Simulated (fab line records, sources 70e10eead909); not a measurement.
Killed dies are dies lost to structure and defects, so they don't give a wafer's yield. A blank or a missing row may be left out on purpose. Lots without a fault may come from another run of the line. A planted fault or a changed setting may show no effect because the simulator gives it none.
A struck lot beside a sound one | flow nand_harc | 41 steps out of a route of 1302
Sound: wafers L769.2, L769.5, L769.6. Struck: wafer L779.2. (L779.1, L779.5 of the same lot were not struck and are left out.) The cause comes at the end.
At each step with rows: each side's tool, then ch and its chambers, then its first start. Under that, the readings that differ: sound wafers | struck wafers | difference of the means | sigmas: that difference in standard deviations of wafers without a fault.
alike: readings whose means differ by less than 2 such deviations, and words and numbers that are the same on both sides. not compared: withheld readings, readings that some wafer has no value for, bounds like >300 that may hide the same value, and numbers for which the record gives no deviation and whose values overlap.
The two part at a step that has a row with sigmas, a row that says differs or no value, or rows on one side only. Numbers that don't overlap but have no deviation are shown without sigmas and don't part them. A reading that every wafer of one side lacks parts them only if that side has two wafers or more.

first, 5 steps without rows for these wafers: NHARC_A_STAIRCASE_SRD_154; NHARC_A_STAIRCASE_ETCH_403 (etches SiO2 in dHF, target depth 108.2 nm); NHARC_A_STAIRCASE_ETCHBACK_422 (etches the open film in CH3F/O2, target depth 40 nm, time 74.286 s); NHARC_A_STAIRCASE_ETCH_423 (etches SiO2 in dHF, target depth 30 nm); NHARC_A_STAIRCASE_ETCHBACK_157 (etches the open film in CH3F/O2, target depth 90 nm, time 167.14 s).
NHARC_A_STAIRCASE_STRIP_475: strips in O2, time 20 s.
  sound on rie_diel-06 ch 0,1,2; struck on rie_diel-10 ch 0
  alike: drypump_motor_current_A, oes_product_au, rf_vpp_V, showerhead_plenum_p_Torr, throttle_valve_pct
  not compared: rf_hours_counter_h
then, 3 steps without rows for these wafers: NHARC_A_STAIRCASE_DEP_471 (deposits SiO2, target thk 100 nm); NHARC_A_STAIRCASE_CMP_472 (polishes SiO2); NHARC_A_STAIRCASE_SRD_474.
NHARC_A_STAIRCASE_INSPECT_155:
  sound on defect_inspect-01, day 19 21:16; struck on defect_inspect-02, day 24 22:00
  alike: raw_defect_count
NHARC_A_SGD_CUT_DEP_00: deposits SiNx, target thk 50 nm.
  sound on pecvd-02 ch 1,2, day 19 21:22; struck on pecvd-01 ch 0, day 24 22:04
  alike: heater_power_w
then, 10 steps without rows for these wafers: NHARC_A_SGD_CUT_DEHYDRATE_01 (time 120 s); NHARC_A_SGD_CUT_HMDS_02 (time 30 s); NHARC_A_SGD_CUT_COAT_56 (time 75 s); NHARC_A_SGD_CUT_COAT_57 (time 65 s); NHARC_A_SGD_CUT_COAT_03 (resist thk 90 nm); NHARC_A_SGD_CUT_SOFTBAKE_04 (time 55 s); NHARC_A_SGD_CUT_EBR_05; NHARC_A_SGD_CUT_EXPOSE_06 (exposes mask SGD); NHARC_A_SGD_CUT_PEB_07 (peb time 65 s); NHARC_A_SGD_CUT_DEVELOP_08 (develop time 35 s).
NHARC_A_SGD_CUT_CD_MEAS_09: target cd 100 nm.
  sound on cd_sem-02 ch 0, day 19 22:04; struck on cd_sem-03 ch 0, day 24 22:45
  alike: cd_nm
NHARC_A_SGD_CUT_OVL_MEAS_10:
  sound on overlay-01, day 19 22:09; struck on overlay-01, day 24 22:50
  alike: overlay_x_nm, overlay_y_nm
NHARC_A_SGD_CUT_INSPECT_11:
  sound on defect_inspect-01, day 19 22:11; struck on defect_inspect-02, day 24 22:52
  alike: raw_defect_count
then, 1 step without rows for these wafers: NHARC_A_SGD_CUT_DESCUM_14 (chemistry O2, time 3 s).
NHARC_A_SGD_CUT_ETCH_58: etches the open film in CF4, target depth 39 nm, time 65 s.
  sound on rie_diel-08 ch 1,2, day 19 22:20; struck on rie_diel-03 ch 0, day 24 23:01
  reading                     | sound             | struck | difference | sigmas
  drypump_motor_current_A (A) | 5.8 5.8 4.8       | 6.7    | +1.2       | +2
  oes_product_au (a.u.)       | 1.015 1.007 0.994 | 0.985  | -0.020     | -2
  alike: rf_vpp_V, showerhead_plenum_p_Torr, throttle_valve_pct
  not compared: rf_hours_counter_h
then, 1 step without rows for these wafers: NHARC_A_SGD_CUT_ETCH_59 (etches the open film in N2/H2, target depth 260 nm, time 406.25 s).
NHARC_A_SGD_CUT_ETCH_15: etches the open film in CH3F/O2, target depth 75 nm, time 64.3 s.
  sound on rie_diel-08 ch 1,2,3; struck on rie_diel-03 ch 3
  alike: drypump_motor_current_A, oes_product_au, rf_vpp_V, showerhead_plenum_p_Torr, throttle_valve_pct
  not compared: rf_hours_counter_h
NHARC_A_SGD_CUT_ETCH_16: etches the open film in C4F8/O2/Ar, target depth 310.5 nm, time 155.2 s.
  sound on rie_diel-08 ch 0,1,3; struck on rie_diel-03 ch 0
  alike: oes_product_au, rf_vpp_V
  not compared: rf_hours_counter_h
then, 6 steps without rows for these wafers: NHARC_A_SGD_CUT_STRIP_60 (strips in C4F8/O2/Ar); NHARC_A_SGD_CUT_STRIP_17 (strips in O2); NHARC_A_SGD_CUT_PRECLEAN_18 (cleans in SC1); NHARC_A_SGD_CUT_SRD_19; NHARC_A_SGD_CUT_DEP_20 (deposits SiO2, target thk 150 nm); NHARC_A_SGD_CUT_ANNEAL_27 (time 1800 s).
NHARC_A_SGD_CUT_CMP_21: polishes, target thk 148.19 nm.
  sound on cmp-02 ch 2,3, day 20 04:28; struck on cmp-03 ch 2, day 25 04:04
  alike: motor_current_A, time_to_endpoint_s
NHARC_A_SGD_CUT_THK_MEAS_22: measures by ellipsometry.
  sound on film_metro-01, day 20 04:43; struck on film_metro-01, day 25 04:19
  alike: thk_nm
then, 3 steps without rows for these wafers: NHARC_A_SGD_CUT_SRD_23; NHARC_A_SGD_CUT_ETCH_26 (etches SiO2 in dHF, target depth 45.8 nm); NHARC_A_SGD_CUT_ETCHBACK_24 (etches the open film in CH3F/O2, target depth 50 nm, time 92.857 s).
-- the record jumps here: 6 days lie between the struck wafers' starts before and after (it left off in module A_SGD_CUT and takes up again in module END, whose first step shown is number 1302 of the route) --
NHARC_END_SORT_01:
  the record has rows for the struck wafers here (prober-01 ch 0, day 30 17:22) and none for the sound ones

WHERE THEY PART
First at NHARC_A_SGD_CUT_ETCH_58; last, within this record, at NHARC_END_SORT_01.

WHY: what the simulator had put in
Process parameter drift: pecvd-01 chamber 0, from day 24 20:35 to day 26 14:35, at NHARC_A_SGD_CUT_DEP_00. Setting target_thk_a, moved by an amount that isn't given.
